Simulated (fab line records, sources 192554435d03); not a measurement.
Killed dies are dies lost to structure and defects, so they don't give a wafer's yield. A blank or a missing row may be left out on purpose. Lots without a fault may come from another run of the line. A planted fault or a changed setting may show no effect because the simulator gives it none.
Which tool did it? | flow n5_finfet | 24 lots, 72 wafers sampled, at 4 steps of a route of 1938

WHAT THE GAUGES READ, wafer by wafer
N5_SD_EPI_N_CD_MEAS_09: target cd 120 nm.
lot  | measured    | on        | cd_nm (nm)
L074 | day 2 22:58 | cd_sem-03 | 119.4 119.7 119.7
L075 | day 3 06:40 | cd_sem-03 | 120.2 120.3 120.6
L076 | day 3 15:03 | cd_sem-03 | 119.9 119.9 119.9
L077 | day 3 19:26 | cd_sem-03 | 119.9 119.6 119.7
L078 | day 4 00:05 | cd_sem-01 | 119.8 120.0 120.8
L079 | day 4 05:47 | cd_sem-03 | 120.6 119.5 120.1
L080 | day 4 14:19 | cd_sem-01 | 119.8 120.2 119.8
L081 | day 4 20:19 | cd_sem-02 | 120.6 120.4 120.4
L082 | day 5 05:43 | cd_sem-03 | 120.0 119.8 119.6
L083 | day 5 09:35 | cd_sem-01 | 120.5 119.7 119.8
L084 | day 5 16:09 | cd_sem-01 | 118.9 119.6 119.4
L085 | day 5 20:55 | cd_sem-01 | 119.9 119.5 119.5
L086 | day 6 05:21 | cd_sem-01 | 120.4 120.5 120.4
L087 | day 6 08:23 | cd_sem-03 | 119.7 119.1 119.8
L088 | day 6 12:55 | cd_sem-02 | 120.1 120.2 119.9
L089 | day 6 18:37 | cd_sem-02 | 119.7 120.2 119.9
L090 | day 7 07:32 | cd_sem-02 | 120.0 120.6 120.4
L091 | day 7 13:13 | cd_sem-03 | 119.0 118.9 119.2
L092 | day 7 15:20 | cd_sem-03 | 120.5 121.3 121.1
L093 | day 8 03:40 | cd_sem-01 | 118.7 118.9 118.6
L094 | day 8 04:58 | cd_sem-01 | 119.9 120.4 120.0
L095 | day 8 09:26 | cd_sem-01 | 119.1 120.1 119.4
L096 | day 8 18:32 | cd_sem-01 | 120.2 119.8 119.9
L097 | day 8 23:48 | cd_sem-01 | 120.0 119.1 120.0

WHICH TOOL RAN EACH LOT (tool, then ch and the chambers of the sampled wafers, then the start)
lot  | N5_STI_FIN_REVEAL_RECESS_09       | N5_DUMMY_GATE_ALD_02             | N5_DUMMY_GATE_STRIP_40
L074 | vapor_etch-02 ch 1, day 2 09:01   | ald_sin-04 ch 0,1, day 2 11:54   | rie_diel-05 ch 0,2, day 2 20:52
L075 | vapor_etch-01 ch 0,1, day 2 17:45 | ald_sin-03 ch 2,3, day 2 20:07   | rie_diel-05 ch 0,3, day 3 04:58
L076 | vapor_etch-01 ch 0,1, day 2 23:32 | ald_sin-02 ch 0,2, day 3 03:35   | rie_diel-06 ch 0,2, day 3 13:06
L077 | vapor_etch-02 ch 0,1, day 3 05:31 | ald_sin-02 ch 1,3, day 3 08:44   | rie_diel-06 ch 0,3, day 3 17:36
L078 | vapor_etch-02 ch 0,1, day 3 10:23 | ald_sin-02 ch 0,1,3, day 3 13:16 | rie_diel-06 ch 0,1,2, day 3 22:15
L079 | vapor_etch-02 ch 0,1, day 3 15:55 | ald_sin-02 ch 2,3, day 3 18:47   | rie_diel-06 ch 0,2,3, day 4 03:47
L080 | vapor_etch-01 ch 0,1, day 3 23:43 | ald_sin-02 ch 2,3, day 4 02:37   | rie_diel-02 ch 0,2,3, day 4 12:28
L081 | vapor_etch-02 ch 0,1, day 4 05:00 | ald_sin-02 ch 1,3, day 4 07:54   | rie_diel-06 ch 0,2,3, day 4 16:44
L082 | vapor_etch-01 ch 0,1, day 4 13:28 | ald_sin-02 ch 0,1,2, day 4 18:46 | rie_diel-05 ch 0,1, day 5 03:41
L083 | vapor_etch-01 ch 0,1, day 4 19:01 | ald_sin-04 ch 0,1,2, day 4 23:02 | rie_diel-05 ch 0,2,3, day 5 07:53
L084 | vapor_etch-01 ch 0,1, day 5 01:48 | ald_sin-03 ch 0,1,3, day 5 04:41 | rie_diel-06 ch 2,3, day 5 14:07
L085 | vapor_etch-02 ch 0,1, day 5 06:48 | ald_sin-02 ch 0,2, day 5 09:41   | rie_diel-06 ch 0,1,3, day 5 18:59
L086 | vapor_etch-02 ch 0,1, day 5 10:38 | ald_sin-03 ch 0,1,3, day 5 13:34 | rie_diel-05 ch 0,2,3, day 5 22:25
L087 | vapor_etch-02 ch 0,1, day 5 18:01 | ald_sin-04 ch 0,2, day 5 20:54   | rie_diel-06 ch 0,2,3, day 6 05:46
L088 | vapor_etch-01 ch 0,1, day 5 23:11 | ald_sin-03 ch 0,1, day 6 01:34   | rie_diel-06 ch 0,1, day 6 10:33
L089 | vapor_etch-02 ch 0,1, day 6 04:28 | ald_sin-02 ch 0,1,3, day 6 07:35 | rie_diel-06 ch 0,1,2, day 6 16:39
L090 | vapor_etch-02 ch 0,1, day 6 17:48 | ald_sin-03 ch 0,2,3, day 6 20:41 | rie_diel-02 ch 0,1,2, day 7 05:42
L091 | vapor_etch-02 ch 0,1, day 6 23:31 | ald_sin-03 ch 0,1,2, day 7 02:28 | rie_diel-05 ch 0,3, day 7 11:17
L092 | vapor_etch-01 ch 0,1, day 7 00:11 | ald_sin-02 ch 0,1,2, day 7 03:25 | rie_diel-05 ch 0,2, day 7 13:26
L093 | vapor_etch-01 ch 0,1, day 7 08:58 | ald_sin-03 ch 0,2, day 7 11:50   | rie_diel-05 ch 2,3, day 7 23:22
L094 | vapor_etch-01 ch 0,1, day 7 12:03 | ald_sin-04 ch 0,1,3, day 7 15:18 | rie_diel-05 ch 1,2,3, day 8 02:27
L095 | vapor_etch-02 ch 1, day 7 16:25   | ald_sin-02 ch 0,1,2, day 7 19:18 | rie_diel-05 ch 2,3, day 8 06:14
L096 | vapor_etch-02 ch 0,1, day 7 23:17 | ald_sin-04 ch 1,2,3, day 8 03:19 | rie_diel-06 ch 0,1,2, day 8 14:20
L097 | vapor_etch-01 ch 0,1, day 8 05:01 | ald_sin-02 ch 0,2,3, day 8 10:02 | rie_diel-02 ch 1,3, day 8 21:22
- N5_STI_FIN_REVEAL_RECESS_09: chemistry HF/NH3, target SiO2, afs cycles 11, target depth 42.5 nm, sublimation time 60 s.
- N5_DUMMY_GATE_ALD_02: deposits SiO2, target thk 2 nm, pulse time 1 s.
- N5_DUMMY_GATE_STRIP_40: strips in CF4.

WHAT THE TOOLS THEMSELVES READ (means of the sampled wafers that have a number; where no wafer has one, the mark that the record gives instead)
N5_STI_FIN_REVEAL_RECESS_09.
lot  | tool          | drypump_motor_current_A (A)
L074 | vapor_etch-02 | 5.54
L075 | vapor_etch-01 | 5.70
L076 | vapor_etch-01 | 5.67
L077 | vapor_etch-02 | 5.70
L078 | vapor_etch-02 | 5.68
L079 | vapor_etch-02 | 5.60
L080 | vapor_etch-01 | 5.81
L081 | vapor_etch-02 | 5.69
L082 | vapor_etch-01 | 5.79
L083 | vapor_etch-01 | 5.68
L084 | vapor_etch-01 | 5.78
L085 | vapor_etch-02 | 5.60
L086 | vapor_etch-02 | 5.67
L087 | vapor_etch-02 | 5.67
L088 | vapor_etch-01 | 5.79
L089 | vapor_etch-02 | 5.63
L090 | vapor_etch-02 | 5.69
L091 | vapor_etch-02 | 5.61
L092 | vapor_etch-01 | 5.78
L093 | vapor_etch-01 | 5.69
L094 | vapor_etch-01 | 5.79
L095 | vapor_etch-02 | 5.53
L096 | vapor_etch-02 | 5.69
L097 | vapor_etch-01 | 5.79

N5_DUMMY_GATE_ALD_02.
lot  | tool       | heater_power_w (W) | precursor_pulse_height_rel | susceptor_temp_C (C)
L074 | ald_sin-04 | 450                | 0.975                      | 299.75
L075 | ald_sin-03 | 479                | 0.993                      | 299.72
L076 | ald_sin-02 | 505                | 1.019                      | 300.10
L077 | ald_sin-02 | 519                | 0.999                      | 300.03
L078 | ald_sin-02 | 518                | 0.985                      | 300.30
L079 | ald_sin-02 | 503                | 1.000                      | 300.08
L080 | ald_sin-02 | 508                | 1.004                      | 300.19
L081 | ald_sin-02 | 493                | 1.001                      | 300.26
L082 | ald_sin-02 | 497                | 0.994                      | 300.03
L083 | ald_sin-04 | 470                | 1.000                      | 299.96
L084 | ald_sin-03 | 455                | 1.015                      | 299.90
L085 | ald_sin-02 | 485                | 1.003                      | 299.91
L086 | ald_sin-03 | 455                | 0.997                      | 300.05
L087 | ald_sin-04 | 483                | 0.973                      | 300.18
L088 | ald_sin-03 | 448                | 0.995                      | 300.04
L089 | ald_sin-02 | 512                | 1.012                      | 299.91
L090 | ald_sin-03 | 448                | 1.016                      | 300.08
L091 | ald_sin-03 | 473                | 1.019                      | 300.13
L092 | ald_sin-02 | 498                | 0.973                      | 299.94
L093 | ald_sin-03 | 459                | 1.011                      | 300.13
L094 | ald_sin-04 | 442                | 1.019                      | 299.84
L095 | ald_sin-02 | 495                | 0.989                      | 299.90
L096 | ald_sin-04 | 434                | 0.984                      | 299.94
L097 | ald_sin-02 | 515                | 0.982                      | 300.12

N5_DUMMY_GATE_STRIP_40.
lot  | tool        | chamber_pressure_mTorr (mTorr) | drypump_motor_current_A (A) | oes_product_au (a.u.) | rf_vpp_V (V) | showerhead_plenum_p_Torr (Torr) | throttle_valve_pct (%)
L074 | rie_diel-05 | 49.99                          | 5.5                         | 0.75                  | 272.0        | 1.79                            | 13.73
L075 | rie_diel-05 | 49.99                          | 5.7                         | 0.70                  | 271.3        | 1.75                            | 13.69
L076 | rie_diel-06 | 50.07                          | 6.0                         | 0.88                  | 272.5        | 1.82                            | 13.31
L077 | rie_diel-06 | 50.04                          | 6.3                         | 0.88                  | 270.9        | 1.78                            | 13.35
L078 | rie_diel-06 | 50.04                          | 5.9                         | 0.82                  | 270.2        | 1.79                            | 13.43
L079 | rie_diel-06 | 50.02                          | 6.2                         | 0.85                  | 271.5        | 1.79                            | 13.40
L080 | rie_diel-02 | 50.01                          | 5.6                         | 0.73                  | 270.4        | 1.77                            | 13.74
L081 | rie_diel-06 | 50.01                          | 6.3                         | 0.85                  | 271.4        | 1.79                            | 13.42
L082 | rie_diel-05 | 50.00                          | 5.8                         | 0.75                  | 271.9        | 1.84                            | 13.65
L083 | rie_diel-05 | 50.00                          | 5.6                         | 0.71                  | 269.9        | 1.76                            | 13.79
L084 | rie_diel-06 | 49.97                          | 6.5                         | 0.80                  | 271.5        | 1.78                            | 13.60
L085 | rie_diel-06 | 49.97                          | 5.9                         | 0.82                  | 271.2        | 1.77                            | 13.41
L086 | rie_diel-05 | 50.02                          | 5.6                         | 0.71                  | 269.6        | 1.76                            | 13.82
L087 | rie_diel-06 | 50.02                          | 6.2                         | 0.83                  | 270.3        | 1.79                            | 13.44
L088 | rie_diel-06 | 50.08                          | 5.6                         | 0.83                  | 271.3        | 1.79                            | 13.32
L089 | rie_diel-06 | 49.97                          | 5.9                         | 0.80                  | 269.9        | 1.78                            | 13.48
L090 | rie_diel-02 | 50.02                          | 5.2                         | 0.83                  | 271.6        | 1.84                            | 13.58
L091 | rie_diel-05 | 50.03                          | 5.7                         | 0.68                  | 269.2        | 1.73                            | 13.84
L092 | rie_diel-05 | 49.95                          | 5.5                         | 0.71                  | 269.8        | 1.78                            | 13.74
L093 | rie_diel-05 | 49.98                          | 5.6                         | 0.69                  | 269.6        | 1.73                            | 13.94
L094 | rie_diel-05 | 49.98                          | 5.7                         | 0.71                  | 270.6        | 1.78                            | 13.87
L095 | rie_diel-05 | 49.98                          | 5.5                         | 0.71                  | 270.6        | 1.76                            | 13.92
L096 | rie_diel-06 | 49.95                          | 5.9                         | 0.78                  | 270.8        | 1.78                            | 13.51
L097 | rie_diel-02 | 49.98                          | 5.9                         | 0.80                  | 272.4        | 1.85                            | 13.50

THE ANSWER, worked out from the rows above alone
Rule: what is usual is taken from the lots themselves. Put in order of their means at a reading, lots are off if they are a third of the lots or fewer, leave a main group of 4 or more, and stand apart from it by a gap of 3 or more times the standard deviation of the main group's means; of several such gaps the widest counts. A main group whose means are all the same, to the digits that the tables above print for the reading, isn't used. A lot without any number at a reading at which 4 lots or more have one is off too. The other lots that the step has rows for count as sound. The gauges are gone through in route order, then the tools' own readings, and for those a lot's mean is taken as printed above. The first step at which some lot is off is used, and at that step the reading that is off furthest; a lot without a number counts as furthest.
No lot is off at any reading shown: from this, nothing can be told.

WHAT THE SIMULATOR HAD PUT IN
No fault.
